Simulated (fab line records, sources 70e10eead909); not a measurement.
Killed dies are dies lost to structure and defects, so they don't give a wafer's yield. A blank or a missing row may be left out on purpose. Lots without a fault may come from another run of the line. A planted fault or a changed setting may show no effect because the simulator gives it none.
fab line records | flow nand_harc
record lots=7 wafers=21 last_day=33
route steps=1302 shown P_GATE@199
lots that met no fault: from a run of the same line without faults
start_h: hours from the record's first day to the start of the lot's first wafer shown | wait_h: hours since the lot's step before | " the same as in the row above | L1.1+2: a row that stands for several wafers | - no value, or no start given | * or withheld: withheld | < > ~ a bound
route shown NAME@n: a module of which the file shows steps, and the number in the route of the first | usual: mean/standard deviation of fault-free wafers | same: alike in all rows | chamber/n: place in a boat | sites: the reading at each site | _std_site: their standard deviation | _edge_site: outer sites' mean less inner sites' | radius_mm: how far each site lies from the wafer's centre | mask NAME#n: copy n | behind: the tool/chamber that last shaped the wafer | hold: why the lot was held/for how many hours/how that ended | device: the transistor (n, p or np) that didn't switch | end of line: the same wafers' tests at the end of the route | a step without rows: its recipe alone | killed: dies lost to structure and defects at the first sort, not the wafer's yield | map: a wafer's dies, x killed, . not, _ none there
set.NAME: the setting as run; set.NAME@STEP: as run at that earlier step | model.NAME: the simulator's own value behind a step, which no gauge read
lots at some steps of the route; a table a step, a row a wafer
services: from which hour (start_h, from the record's first day; less than 0 if before it) a tool's chamber was out of use, for how many hours, and why
## steps
# step NHARC_P_GATE_DEVELOP_90
# recipe time_s=70
# step NHARC_P_GATE_CD_MEAS_91
# recipe target_cd_nm=2000 landing_energy_ev=500
# usual cd_nm=2001.4/2.1
# columns lot.wafer tool chamber start_h wait_h cd_nm
L536.3 cd_sem-01 0 124.35 - 2004.0
L536.4 " 0 " " 2003.2
L536.6 " 0 " " 2001.3
L541.2 cd_sem-01 0 172.66 - 2001.0
L541.4 " 0 " " 2001.0
L541.5 " 0 " " 1999.8
L542.1 cd_sem-03 0 184.64 - 2001.1
L542.3 " 0 " " 2000.6
L542.6 " 0 " " 2003.7
L545.1 cd_sem-01 0 213.24 - 2001.8
L545.2 " 0 " " 1998.8
L545.4 " 0 " " 2004.9
L552.1 cd_sem-02 0 281.58 - 1999.9
L552.2 " 0 " " 1999.1
L552.4 " 0 " " 2002.8
L553.1 cd_sem-02 0 288.93 - 1999.7
L553.2 " 0 " " 2002.0
L553.4 " 0 " " 2003.2
L557.4 cd_sem-03 0 334.71 - 1999.0
L557.5 " 0 " " 1998.6
L557.6 " 0 " " 1999.5
# step NHARC_P_GATE_HARDBAKE_92
# recipe temp_c=125 time_s=80
# step NHARC_P_GATE_DESCUM_93
# recipe time_s=3 o2_flow_sccm=200 ar_flow_sccm=0 bias_power_w=0 chemistry=O2
# usual drypump_motor_current_A=5.7/0.37 oes_product_au=1.003/0.016 rf_vpp_V=58.0/0.84 showerhead_plenum_p_Torr=1.94/0.078 throttle_valve_pct=11.313/0.0089
# columns lot.wafer tool chamber start_h wait_h drypump_motor_current_A oes_product_au rf_hours_counter_h rf_vpp_V showerhead_plenum_p_Torr throttle_valve_pct
L536.3 rie_diel-02 0 124.56 - 5.7 1.003 - 57.0 1.82 11.307
L536.4 " 3 " " 5.9 1.011 - 57.6 1.78 11.304
L536.6 " 0 " " 5.7 1.002 - 56.5 1.82 11.318
L541.2 rie_diel-08 1 172.86 - 6.3 0.992 9.6 58.7 1.93 11.314
L541.5 " 3 " " 5.4 1.024 - 57.3 2.04 11.311
L541.4 " 1 " " 6.3 0.995 - 57.0 1.93 11.326
L542.3 rie_diel-01 3 184.82 - 5.7 1.030 10.0 56.7 1.97 11.307
L542.1 " 0 " " 5.8 1.001 8.4 58.2 2.04 11.313
L542.6 " 2 " " 5.5 1.006 - 57.8 1.93 11.312
L545.1 rie_diel-02 2 213.40 - 5.6 0.991 9.0 57.4 2.00 11.298
L545.2 " 1 " " 5.4 1.000 7.9 56.8 1.80 11.308
L545.4 " 2 " " 5.6 0.994 - 57.2 2.00 11.317
L552.4 rie_diel-01 3 281.74 - 5.8 0.996 5.0 59.0 1.97 11.311
L552.1 " 0 " " 5.8 1.010 5.3 57.7 2.04 11.317
L552.2 " 2 " " 5.5 0.970 5.2 58.3 1.93 11.298
L553.4 rie_diel-01 3 289.09 - 5.7 0.990 5.4 56.7 1.97 11.325
L553.2 " 0 " " 5.8 0.996 5.9 59.3 2.04 11.306
L553.1 " 2 " " 5.5 0.983 5.8 56.3 1.93 11.301
L557.4 rie_diel-02 2 334.87 - 5.6 1.006 3.4 58.8 2.00 11.321
L557.6 " 1 " " 5.4 1.014 - 56.7 1.80 11.319
L557.5 " 2 " " 5.6 1.002 - 58.3 2.00 11.318
# step NHARC_P_GATE_IMPLANT_94
# recipe energy_kev=60 dose_cm2=2e+15 tilt_deg=7
# step NHARC_P_GATE_STRIP_113
# recipe power_w=1500 temp_c=110 time_s=740 chemistry=N2/H2
# usual drypump_motor_current_A=5.86/0.27 heater_power_w=89/16
# columns lot.wafer tool chamber start_h wait_h drypump_motor_current_A heater_power_w rf_hours_counter_h
L536.3 plasma_asher-01 0 125.18 0.4 5.37 91 -
L536.4 " 1 " " 5.99 101 -
L536.6 " 0 " " 5.38 92 -
L541.2 plasma_asher-02 1 173.35 0.3 6.05 101 19
L541.4 " 0 " " 6.00 64 -
L541.5 " 1 " " 6.04 103 -
L542.1 plasma_asher-01 1 185.18 0.2 5.89 106 2
L542.3 " 1 " " 5.94 103 -
L542.6 " 0 " " 5.39 92 -
L545.2 plasma_asher-02 1 213.80 0.2 6.06 101 26
L545.1 " 0 " " 6.01 65 26
L545.4 " 0 " " 6.01 66 -
L552.1 plasma_asher-01 0 282.11 0.2 5.36 93 21
L552.2 " 1 " " 5.95 100 21
L552.4 " 1 " " 5.94 103 -
L553.1 plasma_asher-01 1 289.46 0.2 5.96 103 24
L553.2 " 0 " " 5.40 95 24
L553.4 " 1 " " 5.96 104 -
L557.4 plasma_asher-02 1 335.78 0.5 6.04 98 -
L557.6 " 0 " " 6.02 65 -
L557.5 " 1 " " 6.05 96 -
# step NHARC_P_GATE_STRIP_95
# recipe power_w=1500 temp_c=250 chemistry=O2
# usual drypump_motor_current_A=5.86/0.26 heater_power_w=334/60
# columns lot.wafer tool chamber start_h wait_h drypump_motor_current_A heater_power_w rf_hours_counter_h
L536.3 plasma_asher-01 0 125.68 0.4 5.39 335 -
L536.4 " 1 " " 5.93 371 -
L536.6 " 0 " " 5.39 358 -
L541.2 plasma_asher-02 1 173.95 0.5 6.05 384 20
L541.4 " 0 " " 6.00 244 -
L541.5 " 1 " " 6.05 381 -
L542.1 plasma_asher-01 1 185.91 0.6 5.92 383 3
L542.3 " 1 " " 5.91 386 -
L542.6 " 0 " " 5.36 358 -
L545.2 plasma_asher-02 1 214.51 0.6 6.04 388 27
L545.1 " 0 " " 5.99 244 27
L545.4 " 0 " " 6.00 249 -
L552.1 plasma_asher-01 0 282.83 0.6 5.39 354 22
L552.2 " 1 " " 5.95 389 22
L552.4 " 1 " " 5.95 389 -
L553.1 plasma_asher-01 1 290.17 0.6 5.97 392 24
L553.2 " 0 " " 5.38 351 24
L553.4 " 1 " " 5.97 382 -
L557.4 plasma_asher-02 1 336.17 0.3 6.07 378 -
L557.6 " 0 " " 6.01 235 -
L557.5 " 1 " " 6.04 364 -
# step NHARC_P_GATE_STRIP_96
# recipe time_s=900 temp_c=130 chemistry=SPM
# step NHARC_P_GATE_RTA_64
# recipe temp_c=1050 time_s=1
# usual lamp_power_pct=36/3 lamp_zone_5_pct=36/3 wafer_temp_C_max=1053.3/0.96
# columns lot.wafer tool chamber start_h wait_h lamp_power_pct lamp_zone_5_pct wafer_temp_C_max
L536.3 rtp_anneal-02 0 126.28 - 39 39 1054.8
L536.4 " 0 " " 39 39 1054.8
L536.6 " 0 " " 39 39 1053.6
L541.2 rtp_anneal-01 0 174.53 - 33 33 1052.7
L541.4 " 0 " " 33 33 1052.9
L541.5 " 0 " " 33 33 1052.5
L542.1 rtp_anneal-01 0 186.47 - 33 33 1052.4
L542.3 " 0 " " 33 33 1051.4
L542.6 " 0 " " 33 33 1051.6
L545.1 rtp_anneal-01 0 215.08 - 33 33 1052.3
L545.2 " 0 " " 33 33 1054.0
L545.4 " 0 " " 33 33 1052.8
L552.1 rtp_anneal-02 0 283.39 - 39 39 1053.7
L552.2 " 0 " " 39 39 1052.7
L552.4 " 0 " " 39 39 1054.9
L553.1 rtp_anneal-01 0 290.73 - 33 33 1052.9
L553.2 " 0 " " 33 33 1051.8
L553.4 " 0 " " 33 33 1053.8
L557.4 rtp_anneal-02 0 336.79 - 39 39 1054.2
L557.5 " 0 " " 39 39 1055.7
L557.6 " 0 " " 39 39 1053.7
# step NHARC_P_GATE_ETCH_77
# recipe target_depth_a=60 chemistry=dHF material=SiO2
# step NHARC_P_GATE_DEGAS_109
# recipe temp_c=300 time_s=60
# usual heater_power_w=487/48
# columns lot.wafer tool chamber start_h wait_h heater_power_w
L536.3 pvd_sputter-03 - 126.53 0.1 430
L536.4 " - " " 456
L536.6 " - " " 445
L541.2 pvd_sputter-01 - 174.81 0.1 532
L541.4 " - " " 554
L541.5 " - " " 453
L542.3 pvd_sputter-02 - 186.78 0.1 484
L542.1 " - " " 478
L542.6 " - " " 473
L545.2 pvd_sputter-01 - 215.38 0.1 531
L545.1 " - " " 462
L545.4 " - " " 462
L552.2 pvd_sputter-01 - 283.70 0.1 460
L552.4 " - " " 521
L552.1 " - " " 527
L553.1 pvd_sputter-01 - 291.03 0.1 529
L553.2 " - " " 469
L553.4 " - " " 530
L557.4 pvd_sputter-01 - 337.00 0.1 465
L557.6 " - " " 471
L557.5 " - " " 537
# step NHARC_P_GATE_PRE_CLEAN_110
# recipe time_s=30 bias_v=200 gas=Ar
# step NHARC_P_GATE_SPUTTER_78
# recipe target_thk_a=100 material=Ni
# columns lot.wafer tool chamber start_h wait_h
L536.4+3+6 pvd_sputter-03 - 126.63 -
L541.4+2+5 pvd_sputter-01 - 175.01 -
L542.1+3+6 pvd_sputter-02 - 186.88 -
L542.1+3+6 pvd_sputter-02 - 187.12 -
L545.2+4+1 pvd_sputter-01 - 215.48 -
L545.2+4+1 pvd_sputter-01 - 215.71 -
L552.2+1+4 pvd_sputter-01 - 283.80 -
L552.2+1+4 pvd_sputter-01 - 284.03 -
L553.2+4+1 pvd_sputter-01 - 291.13 -
L557.4+6+5 pvd_sputter-01 - 337.12 -
# step NHARC_P_GATE_SPUTTER_79
# recipe target_thk_a=100 material=TiN
## services
# columns tool chamber start_h hours kind
pvd_sputter-02 - 104.03 10.0 pm
rie_diel-01 0 105.69 6.6 repair
rie_diel-02 1 111.14 32.0 repair
pvd_sputter-02 - 114.97 1.8 repair
rie_diel-02 2 120.63 4.5 repair
rie_diel-08 0 157.91 15.1 repair
rie_diel-02 3 159.18 2.5 repair
plasma_asher-01 - 165.00 9.0 pm
pvd_sputter-03 - 170.00 10.0 pm
rie_diel-08 - 190.80 9.0 pm
rie_diel-01 3 195.96 11.3 repair
rie_diel-01 - 203.80 9.0 pm
rie_diel-08 3 206.85 5.4 repair
rie_diel-02 0 211.40 7.4 repair
rie_diel-02 - 224.03 9.0 pm
pvd_sputter-01 - 226.03 10.0 pm
plasma_asher-01 - 233.09 1.2 repair
rie_diel-01 1 241.82 21.5 repair
plasma_asher-02 - 249.13 9.0 pm
plasma_asher-02 - 270.43 0.4 repair
plasma_asher-01 - 274.81 1.0 repair
pvd_sputter-02 - 282.03 10.0 pm
rie_diel-01 0 324.91 2.7 repair
pvd_sputter-03 - 336.58 1.4 repair
## key
first_sign step=NHARC_P_GATE_SPUTTER_78 reading=visit direction=added
effect none on later readings
met_at NHARC_P_GATE_SPUTTER_78
struck_wafers L542.1,L542.3,L542.6,L545.1,L545.2,L545.4,L552.1,L552.2,L552.4
tester_left_out L542,L545,L552
fault kind=repeated_step_whole tool=pvd_sputter-01,pvd_sputter-02,pvd_sputter-03 chamber=- onset_h=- steps=NHARC_P_GATE_SPUTTER_78 times=1 scope=struck_lots_only
# tester_left_out: of these lots the tester's yield and bins aren't shown, on N5 and GAA mostly nor the transistor test; their killed dies are dies lost to structure and defects alone, not to doping, threshold or leakage, so they don't give the yield
